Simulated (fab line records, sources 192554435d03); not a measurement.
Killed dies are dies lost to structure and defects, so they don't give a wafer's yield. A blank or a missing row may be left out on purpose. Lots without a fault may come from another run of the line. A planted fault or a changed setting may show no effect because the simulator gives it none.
Which tool did it? | flow n5_finfet | 24 lots, 72 wafers sampled, at 6 steps of a route of 1938

WHAT THE GAUGES READ, wafer by wafer
N5_WELL_APT_OVL_MEAS_26. Usual: PWELL_OVL 0 nm, standard deviation 5.7.
lot  | measured    | on         | PWELL_OVL (nm) | flag
L074 | day 1 16:06 | overlay-02 | -9 -3 -5       |
L075 | day 1 21:08 | overlay-01 | -10 -17 -4     |
L076 | day 2 02:57 | overlay-01 | 4 -3 2         |
L077 | day 2 08:58 | overlay-02 | -4 -1 -13      |
L078 | day 2 14:59 | overlay-02 | 0 1 -2         |
L079 | day 2 20:58 | overlay-01 | 4 -3 0         |
L080 | day 3 03:22 | overlay-01 | 1 -7 2         |
L081 | day 3 08:53 | overlay-01 | 7 10 15        |
L082 | day 3 14:59 | overlay-01 | -1 -3 2        |
L083 | day 3 21:12 | overlay-02 | -2 0 -4        |
L084 | day 4 02:58 | overlay-01 | 4 -3 0         |
L085 | day 4 09:25 | overlay-02 | 2 4 -1         |
L086 | day 4 14:51 | overlay-02 | 9 -2 1         |
L087 | day 4 20:59 | overlay-01 | -16 -9 -8      |
L088 | day 5 03:07 | overlay-01 | -7 4 -5        |
L089 | day 5 09:11 | overlay-02 | -5 -3 -7       |
L090 | day 5 15:09 | overlay-02 | -1 2 -1        |
L091 | day 5 21:50 | overlay-02 | -4 5 -7        |
L092 | day 6 03:01 | overlay-01 | 8 -3 -1        |
L093 | day 6 09:32 | overlay-01 | 0 3 4          |
L094 | day 6 15:12 | overlay-02 | 3 7 3          |
L095 | day 6 21:07 | overlay-02 | 3 8 -2         |
L096 | day 7 03:17 | overlay-01 | -2 -1 0        |
L097 | day 7 10:28 | overlay-01 | 7 1 -6         |

N5_FIN_SAQP_CD_MEAS_16: target cd 35.6 nm. Usual: cd_nm 35.6 nm, standard deviation 0.31.
lot  | measured    | on        | cd_nm (nm)     | flag
L074 | day 1 22:41 | cd_sem-01 | 35.5 35.3 35.3 |
L075 | day 2 03:20 | cd_sem-02 | 35.3 35.1 35.2 |
L076 | day 2 11:01 | cd_sem-03 | 35.7 35.5 35.0 |
L077 | day 2 15:41 | cd_sem-03 | 34.9 36.0 35.3 |
L078 | day 2 22:16 | cd_sem-02 | 35.7 36.1 35.3 |
L079 | day 3 03:37 | cd_sem-01 | 35.5 35.5 35.7 |
L080 | day 3 09:53 | cd_sem-02 | 36.0 35.5 35.6 |
L081 | day 3 15:33 | cd_sem-01 | 35.3 36.1 35.6 |
L082 | day 3 22:37 | cd_sem-01 | 35.9 35.3 35.1 |
L083 | day 4 03:46 | cd_sem-02 | 36.1 35.7 35.7 |
L084 | day 4 09:11 | cd_sem-03 | 35.6 34.8 35.5 |
L085 | day 4 16:37 | cd_sem-02 | 35.9 35.8 35.7 |
L086 | day 4 22:29 | cd_sem-02 | 35.7 35.5 35.7 |
L087 | day 5 04:28 | cd_sem-01 | 35.5 35.6 35.5 |
L088 | day 5 16:14 | cd_sem-01 | 35.5 35.7 35.6 |
L089 | day 5 16:17 | cd_sem-02 | 35.5 35.8 35.6 |
L090 | day 5 22:10 | cd_sem-02 | 35.4 35.9 35.3 |
L091 | day 6 04:53 | cd_sem-01 | 35.9 35.5 35.5 |
L092 | day 6 09:44 | cd_sem-03 | 36.1 35.9 35.9 |
L093 | day 6 17:09 | cd_sem-01 | 35.7 35.6 36.0 |
L094 | day 6 22:15 | cd_sem-01 | 35.2 35.5 35.2 |
L095 | day 7 05:17 | cd_sem-03 | 35.4 35.2 35.8 |
L096 | day 7 12:13 | cd_sem-02 | 36.0 36.4 36.2 |
L097 | day 7 18:56 | cd_sem-02 | 35.6 35.2 35.4 |

N5_FIN_SAQP_OVL_MEAS_17. Usual: FIN_CORE_OVL 0.6 nm, standard deviation 0.8.
lot  | measured    | on         | FIN_CORE_OVL (nm) | flag
L074 | day 1 22:43 | overlay-01 | 0.8 0.4 0.3       |
L075 | day 2 03:22 | overlay-02 | 0.7 0.2 0.0       |
L076 | day 2 11:03 | overlay-02 | 0.2 0.3 -0.6      |
L077 | day 2 15:44 | overlay-02 | 0.9 0.0 0.2       |
L078 | day 2 22:18 | overlay-02 | -0.9 -0.1 -0.8    |
L079 | day 3 03:40 | overlay-02 | 2.0 1.4 1.3       |
L080 | day 3 09:56 | overlay-01 | 0.2 1.0 0.5       |
L081 | day 3 15:35 | overlay-01 | 0.3 0.8 1.6       |
L082 | day 3 22:39 | overlay-01 | 0.4 1.4 1.6       |
L083 | day 4 03:49 | overlay-01 | 0.3 0.8 0.9       |
L084 | day 4 09:13 | overlay-01 | 0.8 -0.6 1.5      |
L085 | day 4 16:38 | overlay-02 | 1.1 1.7 0.0       |
L086 | day 4 22:31 | overlay-02 | 1.5 0.5 0.0       |
L087 | day 5 04:30 | overlay-01 | 0.0 -0.2 0.1      |
L088 | day 5 16:17 | overlay-02 | 1.1 1.3 1.2       |
L089 | day 5 16:19 | overlay-01 | 0.8 -0.3 -0.4     |
L090 | day 5 22:12 | overlay-02 | 2.0 1.8 2.6       |
L091 | day 6 04:56 | overlay-01 | 0.7 1.4 1.0       |
L092 | day 6 09:46 | overlay-01 | 1.2 -0.8 1.2      |
L093 | day 6 17:11 | overlay-01 | 0.2 -0.5 -0.2     |
L094 | day 6 22:17 | overlay-01 | -0.4 0.5 0.2      |
L095 | day 7 05:19 | overlay-01 | 2.0 1.5 1.6       |
L096 | day 7 12:15 | overlay-01 | 0.2 0.2 0.4       |
L097 | day 7 18:59 | overlay-01 | -0.4 -0.8 0.7     |

WHICH TOOL RAN EACH LOT (tool, then ch and the chambers of the sampled wafers, then the start)
lot  | N5_WELL_APT_DESCUM_13             | N5_FIN_SAQP_PECVD_48           | N5_FIN_SAQP_HM_DEP_72
L074 | rie_diel-02 ch 0,2,3, day 1 14:53 | pecvd-02 ch 0, day 1 22:01     | pecvd-01 ch 0,2, day 1 22:14
L075 | rie_diel-02 ch 1,2, day 1 20:04   | pecvd-02 ch 0,1,2, day 2 02:50 | pecvd-01 ch 0,2, day 2 03:00
L076 | rie_diel-02 ch 0,1,3, day 2 01:52 | pecvd-03 ch 0,1, day 2 10:22   | pecvd-02 ch 0,2, day 2 10:34
L077 | rie_diel-05 ch 0,1, day 2 07:54   | pecvd-02 ch 1,2, day 2 15:05   | pecvd-02 ch 0,1,2, day 2 15:14
L078 | rie_diel-06 ch 1,2, day 2 13:55   | pecvd-01 ch 0,1,2, day 2 21:44 | pecvd-03 ch 0,1, day 2 21:54
L079 | rie_diel-05 ch 1,2,3, day 2 19:46 | pecvd-03 ch 0,2, day 3 03:01   | pecvd-01 ch 0,2, day 3 03:10
L080 | rie_diel-02 ch 0,1, day 3 02:10   | pecvd-02 ch 0,1, day 3 09:17   | pecvd-03 ch 1,2, day 3 09:27
L081 | rie_diel-06 ch 0,1,3, day 3 07:41 | pecvd-03 ch 0,1, day 3 14:56   | pecvd-02 ch 0,1,2, day 3 15:06
L082 | rie_diel-06 ch 1,2, day 3 13:47   | pecvd-01 ch 0,2, day 3 22:00   | pecvd-02 ch 0,2, day 3 22:10
L083 | rie_diel-05 ch 0,1,3, day 3 20:01 | pecvd-02 ch 0,1,2, day 4 03:09 | pecvd-03 ch 0,1, day 4 03:19
L084 | rie_diel-05 ch 0,1, day 4 01:53   | pecvd-02 ch 0,1,2, day 4 08:41 | pecvd-03 ch 0,2, day 4 08:52
L085 | rie_diel-02 ch 0,1,2, day 4 08:19 | pecvd-01 ch 0,1,2, day 4 16:07 | pecvd-03 ch 0,2, day 4 16:17
L086 | rie_diel-06 ch 0,3, day 4 13:47   | pecvd-01 ch 0,2, day 4 21:52   | pecvd-02 ch 0,1,2, day 4 22:02
L087 | rie_diel-02 ch 0,1,2, day 4 19:47 | pecvd-02 ch 0,1,2, day 5 03:58 | pecvd-03 ch 0,1,2, day 5 04:08
L088 | rie_diel-05 ch 0,2,3, day 5 01:54 | pecvd-03 ch 0,1, day 5 09:33   | pecvd-01 ch 0,1, day 5 09:43
L089 | rie_diel-05 ch 0,1,2, day 5 08:08 | pecvd-01 ch 0,1,2, day 5 15:39 | pecvd-02 ch 0,1,2, day 5 15:49
L090 | rie_diel-05 ch 0,2, day 5 13:58   | pecvd-03 ch 0,1, day 5 21:39   | pecvd-02 ch 1, day 5 21:49
L091 | rie_diel-02 ch 0,1,2, day 5 20:46 | pecvd-02 ch 1,2, day 6 04:22   | pecvd-03 ch 0,1,2, day 6 04:34
L092 | rie_diel-02 ch 0,1,3, day 6 01:55 | pecvd-02 ch 0,1,2, day 6 09:14 | pecvd-02 ch 0,1, day 6 09:25
L093 | rie_diel-02 ch 0,1, day 6 08:19   | pecvd-01 ch 0,1, day 6 16:38   | pecvd-03 ch 0,1, day 6 16:48
L094 | rie_diel-02 ch 0,2, day 6 14:07   | pecvd-02 ch 0,1,2, day 6 21:38 | pecvd-01 ch 0,1, day 6 21:48
L095 | rie_diel-06 ch 1,2,3, day 6 20:03 | pecvd-02 ch 0,1,2, day 7 04:40 | pecvd-02 ch 0,1,2, day 7 04:50
L096 | rie_diel-06 ch 1,3, day 7 02:07   | pecvd-03 ch 0,2, day 7 11:35   | pecvd-03 ch 0,1, day 7 11:46
L097 | rie_diel-06 ch 1,2, day 7 09:22   | pecvd-01 ch 1,2, day 7 18:20   | pecvd-01 ch 0,1,2, day 7 18:29
- N5_WELL_APT_DESCUM_13: chemistry O2, time 7.9 s.
- N5_FIN_SAQP_PECVD_48: deposits SiNx from SiH4/NH3/N2, target thk 25 nm, time 22.1 s.
- N5_FIN_SAQP_HM_DEP_72: deposits SiO2 from SiH4/N2O, target thk 12 nm, time 7.2 s.

WHAT THE TOOLS THEMSELVES READ (means of the sampled wafers that have a number; where no wafer has one, the mark that the record gives instead)
N5_WELL_APT_DESCUM_13. Usual: drypump_motor_current_A 5.9 A, standard deviation 0.57; oes_product_au 0.79 a.u., standard deviation 0.07; rf_fwd_power_W 49.70 W, standard deviation 0.15; rf_vpp_V 243.2 V, standard deviation 1.4; showerhead_plenum_p_Torr 2.10 Torr, standard deviation 0.061; throttle_valve_pct 20.4 %, standard deviation 0.3.
lot  | tool        | drypump_motor_current_A (A) | oes_product_au (a.u.) | rf_fwd_power_W (W) | rf_vpp_V (V) | showerhead_plenum_p_Torr (Torr) | throttle_valve_pct (%) | flag
L074 | rie_diel-02 | 5.8                         | 0.82                  | 49.69              | 244.0        | 2.12                            | 20.5                   |
L075 | rie_diel-02 | 6.5                         | 0.90                  | 49.73              | 245.0        | 2.19                            | 20.1                   |
L076 | rie_diel-02 | 6.0                         | 0.84                  | 49.73              | 243.3        | 2.15                            | 20.4                   |
L077 | rie_diel-05 | 6.5                         | 0.86                  | 49.87              | 243.6        | 2.12                            | 20.1                   |
L078 | rie_diel-06 | 5.1                         | 0.73                  | 49.84              | 244.0        | 2.12                            | 20.8                   |
L079 | rie_diel-05 | 6.2                         | 0.84                  | 49.64              | 243.4        | 2.09                            | 20.3                   |
L080 | rie_diel-02 | 6.0                         | 0.86                  | 49.75              | 244.5        | 2.15                            | 20.3                   |
L081 | rie_diel-06 | 5.4                         | 0.74                  | 49.79              | 241.5        | 2.01                            | 20.5                   |
L082 | rie_diel-06 | 5.1                         | 0.72                  | 49.68              | 243.1        | 2.12                            | 20.8                   |
L083 | rie_diel-05 | 6.1                         | 0.86                  | 49.66              | 242.8        | 2.09                            | 20.2                   |
L084 | rie_diel-05 | 6.6                         | 0.81                  | 49.70              | 243.5        | 2.11                            | 20.1                   |
L085 | rie_diel-02 | 6.2                         | 0.84                  | 49.71              | 243.9        | 2.14                            | 20.2                   |
L086 | rie_diel-06 | 5.2                         | 0.74                  | 49.68              | 242.1        | 2.00                            | 20.2                   |
L087 | rie_diel-02 | 6.2                         | 0.84                  | 49.65              | 243.5        | 2.14                            | 20.2                   |
L088 | rie_diel-05 | 6.0                         | 0.83                  | 49.60              | 242.9        | 2.08                            | 20.4                   |
L089 | rie_diel-05 | 6.4                         | 0.79                  | 49.65              | 244.0        | 2.10                            | 20.4                   |
L090 | rie_diel-05 | 6.3                         | 0.77                  | 49.56              | 243.0        | 2.09                            | 20.6                   |
L091 | rie_diel-02 | 6.2                         | 0.83                  | 49.78              | 243.1        | 2.14                            | 20.3                   |
L092 | rie_diel-02 | 6.0                         | 0.79                  | 49.65              | 243.9        | 2.14                            | 20.4                   |
L093 | rie_diel-02 | 6.0                         | 0.82                  | 49.88              | 243.5        | 2.14                            | 20.3                   |
L094 | rie_diel-02 | 5.8                         | 0.80                  | 49.73              | 243.8        | 2.10                            | 20.5                   |
L095 | rie_diel-06 | 5.1                         | 0.71                  | 49.65              | 243.4        | 2.06                            | 20.6                   |
L096 | rie_diel-06 | 5.2                         | 0.73                  | 49.70              | 240.7        | 2.01                            | 20.4                   |
L097 | rie_diel-06 | 5.3                         | 0.71                  | 49.64              | 242.7        | 2.05                            | 20.9                   |

N5_FIN_SAQP_PECVD_48. Usual: heater_power_w 804 W, standard deviation 110; rf_fwd_power_W 296.9 W, standard deviation 1.2; showerhead_plenum_p_Torr 5.15 Torr, standard deviation 0.077; throttle_valve_pct 39.5 %, standard deviation 1.6.
lot  | tool     | heater_power_w (W) | rf_fwd_power_W (W) | showerhead_plenum_p_Torr (Torr) | throttle_valve_pct (%) | flag
L074 | pecvd-02 | 649                | 296.5              | 5.10                            | 37.3                   |
L075 | pecvd-02 | 769                | 296.5              | 5.13                            | 38.8                   |
L076 | pecvd-03 | 890                | 298.2              | 5.24                            | 39.8                   |
L077 | pecvd-02 | 821                | 298.1              | 5.12                            | 39.2                   |
L078 | pecvd-01 | 756                | 295.8              | 5.17                            | 40.0                   |
L079 | pecvd-03 | 836                | 297.0              | 5.10                            | 38.0                   |
L080 | pecvd-02 | 792                | 296.0              | 5.13                            | 38.4                   |
L081 | pecvd-03 | 873                | 296.8              | 5.24                            | 39.7                   |
L082 | pecvd-01 | 797                | 296.7              | 5.24                            | 40.2                   |
L083 | pecvd-02 | 808                | 297.0              | 5.12                            | 38.8                   |
L084 | pecvd-02 | 767                | 297.8              | 5.12                            | 38.9                   |
L085 | pecvd-01 | 782                | 297.2              | 5.17                            | 40.0                   |
L086 | pecvd-01 | 854                | 296.7              | 5.23                            | 40.2                   |
L087 | pecvd-02 | 837                | 297.3              | 5.13                            | 38.9                   |
L088 | pecvd-03 | 849                | 298.0              | 5.24                            | 40.0                   |
L089 | pecvd-01 | 702                | 296.8              | 5.18                            | 40.0                   |
L090 | pecvd-03 | 845                | 296.9              | 5.22                            | 41.1                   |
L091 | pecvd-02 | 821                | 297.9              | 5.12                            | 39.4                   |
L092 | pecvd-02 | 807                | 297.0              | 5.13                            | 38.7                   |
L093 | pecvd-01 | 713                | 297.3              | 5.19                            | 39.1                   |
L094 | pecvd-02 | 833                | 297.2              | 5.13                            | 38.9                   |
L095 | pecvd-02 | 848                | 296.1              | 5.12                            | 39.0                   |
L096 | pecvd-03 | 846                | 298.2              | 5.10                            | 38.5                   |
L097 | pecvd-01 | 737                | 295.1              | 5.12                            | 40.0                   |

N5_FIN_SAQP_HM_DEP_72. Usual: heater_power_w 809 W, standard deviation 100; rf_fwd_power_W 273.0 W, standard deviation 1.1; showerhead_plenum_p_Torr 8.17 Torr, standard deviation 0.16.
lot  | tool     | heater_power_w (W) | rf_fwd_power_W (W) | showerhead_plenum_p_Torr (Torr) | flag
L074 | pecvd-01 | 828                | 273.1              | 8.33                            |
L075 | pecvd-01 | 770                | 272.8              | 8.31                            |
L076 | pecvd-02 | 746                | 272.2              | 8.03                            |
L077 | pecvd-02 | 829                | 273.0              | 8.11                            |
L078 | pecvd-03 | 856                | 274.3              | 8.30                            |
L079 | pecvd-01 | 772                | 272.2              | 8.30                            |
L080 | pecvd-03 | 825                | 273.4              | 8.01                            |
L081 | pecvd-02 | 804                | 272.9              | 8.12                            |
L082 | pecvd-02 | 785                | 272.9              | 8.03                            |
L083 | pecvd-03 | 923                | 273.1              | 8.34                            |
L084 | pecvd-03 | 783                | 273.2              | 8.07                            |
L085 | pecvd-03 | 777                | 273.0              | 8.22                            |
L086 | pecvd-02 | 814                | 273.9              | 8.10                            |
L087 | pecvd-03 | 815                | 273.5              | 8.17                            |
L088 | pecvd-01 | 761                | 273.0              | 8.22                            |
L089 | pecvd-02 | 835                | 273.0              | 8.11                            |
L090 | pecvd-02 | 883                | 274.0              | 8.24                            |
L091 | pecvd-03 | 828                | 273.4              | 8.19                            |
L092 | pecvd-02 | 925                | 273.7              | 8.20                            |
L093 | pecvd-03 | 841                | 273.9              | 8.29                            |
L094 | pecvd-01 | 747                | 270.9              | 8.12                            |
L095 | pecvd-02 | 825                | 273.4              | 8.10                            |
L096 | pecvd-03 | 781                | 274.0              | 8.30                            |
L097 | pecvd-01 | 757                | 272.7              | 8.22                            |

THE ANSWER, worked out from the rows above alone
Rule: a lot is off if the mean of its wafers that have a number lies more than 3 standard deviations from the usual mean. A lot without any number at a reading at which 4 lots or more have one is off too. The other lots that the step has rows for count as sound. The gauges are gone through in route order, then the tools' own readings, and for those a lot's mean is taken as printed above. The first step at which some lot is off is used, and at that step the reading that is off furthest; a lot without a number counts as furthest.
No lot is off at any reading shown: from this, nothing can be told.

WHAT THE SIMULATOR HAD PUT IN
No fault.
